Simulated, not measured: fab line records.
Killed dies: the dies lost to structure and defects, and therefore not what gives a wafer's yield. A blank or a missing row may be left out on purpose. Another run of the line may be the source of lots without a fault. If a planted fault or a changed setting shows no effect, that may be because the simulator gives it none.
fab line records    flow nand-harc    part 2 of 2: steps 5 to 6 of 6
record: lots: 23  wafers: 69  last-day: 24
route steps=1159 shown A_STAIRCASE@519
lots that met no fault: from a run of the same line without faults
start-h: hours from the record's opening day to when the first of the lot's shown wafers began    wait-h: hours since the lot's step before    " as in the row above    L1.1+2: a single row standing in for several wafers    - no value present, or no start provided    * or withheld: withheld    < > ~ a bound
route shown NAME@n: a module of which the file shows steps, and the number in the route of the first    usual: the fault-free wafers' mean and standard deviation    same: alike in all rows    chamber/n: place in a boat    sites: the reading at each site    _std_site: the standard deviation of these    _edge_site: the outer-site mean with the inner-site mean subtracted    radius-mm: how far each site lies from the wafer's centre    mask NAME#n: copy n    behind: the tool/chamber that last shaped the wafer    hold: reason for holding the lot/hours on hold/outcome of the hold    device: transistor that didn't switch, given as n, p or np    end of line: the tests these same wafers got at the end of their route    step lacking rows: just its recipe    killed: dies lost to structure and defects at the first sort, not the wafer's yield    map: per-die view of a wafer (x killed, . not killed, _ where there is no die)
set.NAME: setting as actually run; set.NAME@STEP: the setting as run at that earlier step    model.NAME: the simulator's own value behind a step, which no gauge read
the route's steps for a sample of lots (tables are steps, rows are wafers)
services: when a tool's chamber went out of use (start-h, in hours from the record's first day, below 0 if earlier), for how many hours, and the reason
== steps ==
step: NHARC_A_STAIRCASE_ETCH_192
recipe: target-depth-a: 1000  time-s: 40.5  ion-energy-ev: 400  c4f8-flow-sccm: 20  o2-flow-sccm: 10  ar-flow-sccm: withheld  rf-w: 600  bias-w: 1000  chemistry: C4F8/O2
usual: oes-product-au: 0.937/0.012  rf-vpp-V: 895/5.3
lot.wafer  tool         chamber  start-h  wait-h  oes-product-au  rf-hours-counter-h  rf-vpp-V
L075.4     rie-diel-01  3        -        -       0.933           30                  901
L075.3     "            0        "        "       0.943           36                  896
L075.6     "            0        "        "       0.941           -                   895
L074.4     rie-diel-01  2        -        -       0.933           38                  899
L074.1     "            0        "        "       0.947           37                  897
L074.6     "            1        "        "       0.934           -                   906
L077.4     rie-diel-01  1        -        -       0.932           38                  905
L077.1     "            2        "        "       0.936           42                  899
L077.3     "            3        "        "       0.937           36                  901
L076.3     rie-diel-01  2        -        -       0.953           42                  899
L076.6     "            0        "        "       0.931           -                   897
L076.5     "            1        "        "       0.952           -                   905
L079.1     rie-diel-08  2        -        -       0.953           53                  900
L079.6     "            0        "        "       0.909           -                   889
L079.5     "            1        "        "       0.931           -                   894
L078.4     rie-diel-08  0        -        -       0.927           47                  889
L078.5     "            2        "        "       0.976           -                   899
L078.6     "            3        "        "       0.925           -                   889
L080.2     rie-diel-08  0        -        -       0.920           49                  890
L080.3     "            1        "        "       0.933           56                  893
L080.4     "            3        "        "       0.913           -                   888
L081.1     rie-diel-08  1        -        -       0.946           61                  896
L081.6     "            3        "        "       0.945           -                   890
L081.5     "            0        "        "       0.930           -                   888
L082.1     rie-diel-08  3        -        -       0.927           61                  888
L082.5     "            0        "        "       0.912           -                   889
L082.4     "            1        "        "       0.931           -                   893
L084.2     rie-diel-08  0        -        -       0.924           59                  890
L084.3     "            1        "        "       0.930           66                  894
L084.4     "            3        "        "       0.929           -                   890
L083.3     rie-diel-01  0        -        -       0.952           61                  895
L083.1     "            3        "        "       0.939           55                  899
L083.5     "            0        "        "       0.950           -                   896
L087.4     rie-diel-09  3        -        -       0.920           24                  899
L087.1     "            0        "        "       0.939           24                  893
L087.2     "            2        "        "       0.941           16                  891
L085.3     rie-diel-08  2        -        -       0.958           4                   901
L085.2     "            3        "        "       0.931           5                   888
L085.5     "            1        "        "       0.951           -                   893
L086.2     rie-diel-09  0        -        -       0.965           24                  893
L086.5     "            0        "        "       0.958           -                   892
L086.6     "            1        "        "       0.940           -                   896
L088.2     rie-diel-09  3        -        -       0.926           27                  900
L088.1     "            0        "        "       0.940           27                  894
L088.4     "            1        "        "       0.949           26                  895
L089.4     rie-diel-01  3        -        -       0.953           2                   899
L089.2     "            1        "        "       0.943           2                   904
L089.5     "            0        "        "       0.952           -                   895
L091.3     rie-diel-09  2        -        -       0.945           25                  889
L091.6     "            0        "        "       0.937           -                   893
L091.5     "            1        "        "       0.936           -                   896
L090.3     rie-diel-01  1        -        -       0.929           5                   905
L090.1     "            0        "        "       0.941           5                   896
L090.5     "            1        "        "       0.940           -                   904
L092.3     rie-diel-08  1        -        -       0.938           18                  893
L092.1     "            3        "        "       0.928           16                  888
L092.4     "            0        "        "       0.932           17                  889
L093.1     rie-diel-01  0        -        -       0.955           13                  896
L093.4     "            3        "        "       0.941           4                   899
L093.6     "            1        "        "       0.937           -                   906
L094.2     rie-diel-08  0        -        -       0.927           22                  889
L094.1     "            2        "        "       0.951           21                  900
L094.5     "            0        "        "       0.921           -                   888
L095.3     rie-diel-08  3        -        -       0.925           22                  888
L095.6     "            2        "        "       0.957           -                   900
L095.5     "            3        "        "       0.935           -                   889
L097.4     rie-diel-08  0        -        -       0.925           34                  887
L097.3     "            1        "        "       0.929           33                  893
L097.5     "            3        "        "       0.930           -                   887
step: NHARC_A_STAIRCASE_TRIM_202
recipe: time-s: 211.2  o2-flow-sccm: 500  ar-flow-sccm: 0  bias-w: 0  chemistry: O2
usual: drypump-motor-current-A: 5.58/0.26  oes-product-au: 0.995/0.0097  rf-vpp-V: 57.8/0.89  showerhead-plenum-p-Torr: 3.51/0.14  throttle-valve-pct: 17.038/0.0099
lot.wafer  tool         chamber  start-h  wait-h  drypump-motor-current-A  oes-product-au  rf-hours-counter-h  rf-vpp-V  showerhead-plenum-p-Torr  throttle-valve-pct
L075.3     rie-diel-01  1        -        -       5.62                     0.995           34                  59.7      3.79                      17.042
L075.4     "            2        "        "       5.70                     1.009           37                  57.9      3.62                      17.034
L075.6     "            0        "        "       5.51                     0.996           -                   57.8      3.54                      17.043
L074.1     rie-diel-08  1        -        -       5.44                     0.994           44                  57.1      3.50                      17.032
L074.4     "            2        "        "       5.57                     1.007           42                  58.0      3.64                      17.030
L074.6     "            1        "        "       5.46                     0.990           -                   58.3      3.50                      17.033
L077.1     rie-diel-08  2        -        -       5.57                     1.010           47                  57.6      3.64                      17.047
L077.3     "            3        "        "       5.80                     0.984           48                  57.8      3.32                      17.028
L077.4     "            1        "        "       5.42                     0.991           49                  58.1      3.50                      17.032
L076.3     rie-diel-08  2        -        -       5.56                     1.009           47                  58.2      3.64                      17.046
L076.6     "            0        "        "       5.81                     0.986           -                   57.2      3.35                      17.051
L076.5     "            1        "        "       5.45                     1.006           -                   57.3      3.49                      17.039
L078.4     rie-diel-08  3        -        -       5.77                     0.990           54                  58.0      3.32                      17.022
L078.6     "            2        "        "       5.59                     1.022           -                   59.0      3.64                      17.029
L078.5     "            3        "        "       5.77                     0.986           -                   57.6      3.32                      17.054
L079.1     rie-diel-01  0        -        -       5.48                     1.016           49                  58.6      3.53                      17.039
L079.5     "            1        "        "       5.61                     1.008           -                   59.2      3.78                      17.050
L079.6     "            2        "        "       5.70                     0.995           -                   58.6      3.61                      17.038
L080.4     rie-diel-01  0        -        -       5.51                     1.006           51                  57.9      3.53                      17.051
L080.2     "            1        "        "       5.65                     1.007           47                  59.9      3.78                      17.050
L080.3     "            3        "        "       4.99                     1.004           45                  55.7      3.65                      17.016
L081.1     rie-diel-08  3        -        -       5.77                     0.984           62                  57.6      3.32                      17.021
L081.5     "            0        "        "       5.79                     0.984           -                   57.7      3.35                      17.036
L081.6     "            3        "        "       5.77                     0.988           -                   56.6      3.32                      17.032
L082.1     rie-diel-01  2        -        -       5.71                     0.999           58                  57.3      3.61                      17.035
L082.4     "            3        "        "       5.03                     1.002           52                  59.6      3.65                      17.047
L082.5     "            2        "        "       5.69                     1.002           -                   58.0      3.61                      17.044
L084.2     rie-diel-08  0        -        -       5.81                     0.976           60                  58.0      3.34                      17.060
L084.3     "            1        "        "       5.46                     0.995           67                  57.0      3.48                      17.037
L084.4     "            1        "        "       5.43                     0.996           -                   58.1      3.49                      17.053
L083.1     rie-diel-08  1        -        -       5.43                     0.989           67                  58.3      3.48                      17.044
L083.3     "            0        "        "       5.81                     0.980           60                  57.5      3.34                      17.049
L083.5     "            3        "        "       5.76                     0.994           -                   57.0      3.32                      17.051
L087.2     rie-diel-08  2        -        -       5.54                     0.999           5                   58.3      3.63                      17.038
L087.4     "            3        "        "       5.77                     0.987           6                   57.9      3.31                      17.026
L087.1     "            0        "        "       5.80                     0.983           5                   57.9      3.34                      17.033
L085.2     rie-diel-08  1        -        -       5.47                     1.008           5                   57.9      3.48                      17.036
L085.3     "            2        "        "       5.58                     1.000           5                   57.6      3.63                      17.034
L085.5     "            0        "        "       5.80                     0.995           -                   56.4      3.34                      17.037
L086.2     rie-diel-09  1        -        -       5.62                     0.984           24                  58.3      3.52                      17.022
L086.6     "            3        "        "       6.04                     0.986           -                   57.4      3.62                      17.031
L086.5     "            0        "        "       4.95                     1.002           -                   58.0      3.45                      17.040
L088.1     rie-diel-09  2        -        -       5.60                     0.999           19                  58.9      3.37                      17.055
L088.2     "            3        "        "       6.06                     1.002           28                  57.1      3.62                      17.034
L088.4     "            1        "        "       5.58                     0.995           26                  58.1      3.52                      17.028
L089.2     rie-diel-08  0        -        -       5.78                     0.986           8                   57.1      3.34                      17.048
L089.4     "            2        "        "       5.58                     1.002           7                   58.3      3.63                      17.037
L089.5     "            0        "        "       5.78                     0.989           -                   57.1      3.34                      17.031
L091.3     rie-diel-08  0        -        -       5.78                     0.977           13                  56.8      3.34                      17.024
L091.6     "            2        "        "       5.58                     0.995           -                   56.7      3.63                      17.034
L091.5     "            3        "        "       5.80                     0.998           -                   58.2      3.31                      17.045
L090.3     rie-diel-09  1        -        -       5.60                     0.996           32                  56.7      3.52                      17.041
L090.1     "            3        "        "       6.04                     0.994           33                  56.9      3.61                      17.044
L090.5     "            1        "        "       5.60                     0.995           -                   58.0      3.52                      17.034
L092.1     rie-diel-01  3        -        -       5.04                     0.989           3                   57.5      3.64                      17.037
L092.3     "            0        "        "       5.55                     1.002           12                  58.2      3.52                      17.031
L092.4     "            2        "        "       5.72                     0.992           12                  58.2      3.60                      17.040
L093.4     rie-diel-01  2        -        -       5.69                     0.998           13                  57.6      3.59                      17.043
L093.1     "            0        "        "       5.48                     1.003           14                  56.5      3.51                      17.040
L093.6     "            2        "        "       5.68                     0.986           -                   58.8      3.60                      17.049
L094.1     rie-diel-01  3        -        -       5.00                     0.993           8                   57.5      3.63                      17.026
L094.2     "            0        "        "       5.58                     0.997           17                  57.8      3.51                      17.040
L094.5     "            0        "        "       5.57                     0.990           -                   57.5      3.51                      17.037
L095.3     rie-diel-08  3        -        -       5.79                     0.998           23                  56.1      3.30                      17.046
L095.6     "            0        "        "       5.80                     0.994           -                   56.6      3.33                      17.047
L095.5     "            3        "        "       5.76                     0.993           -                   55.9      3.30                      17.046
L097.3     rie-diel-01  2        -        -       5.70                     0.993           24                  58.5      3.59                      17.028
L097.4     "            3        "        "       5.03                     0.990           16                  58.2      3.63                      17.050
L097.5     "            2        "        "       5.69                     0.993           -                   58.2      3.59                      17.031
== services ==
tool         chamber  start-h  hours  kind
rie-diel-08  0        207.50   -      clean
rie-diel-08  1        207.50   -      clean
rie-diel-08  2        207.50   -      clean
rie-diel-08  3        207.50   -      clean
rie-diel-01  3        208.12   5.9    repair
rie-diel-08  0        232.05   -      clean
rie-diel-08  1        232.05   -      clean
rie-diel-08  2        232.05   -      clean
rie-diel-08  3        232.05   -      clean
pecvd-01     -        237.21   13.0   pm
rie-diel-09  -        245.02   0.4    repair
pecvd-04     2        250.01   4.5    repair
rie-diel-09  -        254.44   9.0    pm
rie-diel-08  0        256.55   -      clean
rie-diel-08  1        256.55   -      clean
rie-diel-08  2        256.55   -      clean
rie-diel-09  2        278.74   10.0   repair
pecvd-03     -        292.26   13.0   pm
rie-diel-09  2        295.60   8.1    repair
rie-diel-08  -        301.88   9.0    pm
rie-diel-01  2        306.60   9.9    repair
rie-diel-01  -        314.80   9.0    pm
rie-diel-01  3        331.80   21.5   repair
pecvd-04     -        376.00   13.0   pm
